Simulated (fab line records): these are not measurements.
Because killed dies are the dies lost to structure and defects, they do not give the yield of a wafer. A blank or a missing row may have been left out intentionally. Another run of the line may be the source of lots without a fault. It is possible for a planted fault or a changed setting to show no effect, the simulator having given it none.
Chamber matching | flow n5_finfet | N5_DUMMY_GATE_STRIP_40 on rie_diel-01: 4 sister chambers
The step strips in CF4. 18 wafers are shown with their chamber, then 9 later ones without.

== WAFERS PAIRED WITH THEIR CHAMBERS ==
wafer  | chamber | throttle_valve_pct (%) | oes_product_au (a.u.) | drypump_motor_current_A (A)
L078.3 | 0       | 13.95                  | 0.69                  | 6.1
L078.5 | 1       | 13.21                  | 0.92                  | 5.9
L078.6 | 3       | 13.46                  | 0.76                  | 6.7
L079.1 | 3       | 13.48                  | 0.77                  | 6.7
L079.2 | 1       | 13.20                  | 0.91                  | 5.9
L079.6 | 3       | 13.47                  | 0.76                  | 6.6
L081.2 | 2       | 13.84                  | 0.67                  | 6.1
L081.4 | 1       | 13.24                  | 0.90                  | 5.8
L081.5 | 2       | 13.84                  | 0.67                  | 6.0
L085.1 | 1       | 13.26                  | 0.89                  | 5.9
L085.3 | 3       | 13.52                  | 0.74                  | 6.7
L085.5 | 2       | 13.87                  | 0.65                  | 6.1
L088.1 | 1       | 13.25                  | 0.88                  | 5.8
L088.4 | 2       | 13.87                  | 0.66                  | 6.1
L088.5 | 3       | 13.52                  | 0.74                  | 6.7
L087.1 | 2       | 13.90                  | 0.65                  | 6.1
L087.3 | 3       | 13.52                  | 0.74                  | 6.7
L087.4 | 1       | 13.28                  | 0.88                  | 5.9

SIGNATURES, as means of the wafers listed above
reading                 | chamber 0 | chamber 1 | chamber 2 | chamber 3 | scatter within a chamber
throttle_valve_pct      | 13.9500   | 13.2400   | 13.8640   | 13.4950   | 0.0281
oes_product_au          | 0.6900    | 0.8967    | 0.6600    | 0.7517    | 0.0137
drypump_motor_current_A | 6.100     | 5.867     | 6.080     | 6.683     | 0.046
Rule: for each reading, subtract the chamber's mean from the wafer's reading, divide by that reading's scatter and square the result; add these up over the readings and take the root, which gives the wafer's distance from the chamber. The wafer belongs to the nearest chamber; if the next one is less than 2 further off, it can't be placed. The scatter: take each reading less its chamber's mean, square it, sum over the shown wafers, divide by the number of wafers less the number of chambers, and take the root.

== WAFERS WHOSE CHAMBER IS MISSING ==
wafer  | throttle_valve_pct (%) | oes_product_au (a.u.) | drypump_motor_current_A (A)
L094.1 | 13.41                  | 0.91                  | 6.1
L094.2 | 13.28                  | 0.85                  | 5.9
L094.4 | 13.33                  | 0.95                  | 6.0
L095.2 | 13.43                  | 0.90                  | 6.1
L095.3 | 13.28                  | 0.85                  | 5.9
L095.4 | 13.34                  | 0.93                  | 6.0
L097.1 | 13.43                  | 0.90                  | 6.1
L097.4 | 13.55                  | 0.73                  | 6.7
L097.5 | 13.31                  | 0.85                  | 5.9

== WHICH CHAMBER EACH WENT THROUGH ==
wafer  | from the rows above | in truth
L094.1 | 1                   | 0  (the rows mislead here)
L094.2 | 1                   | 1
L094.4 | 1                   | 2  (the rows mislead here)
L095.2 | 1                   | 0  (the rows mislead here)
L095.3 | 1                   | 1
L095.4 | 1                   | 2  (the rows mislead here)
L097.1 | 1                   | 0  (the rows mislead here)
L097.4 | 3                   | 3
L097.5 | 1                   | 1
Correct placement for 4 of the 9. Number that these rows cannot place: 0. Wrongly placed: 5.
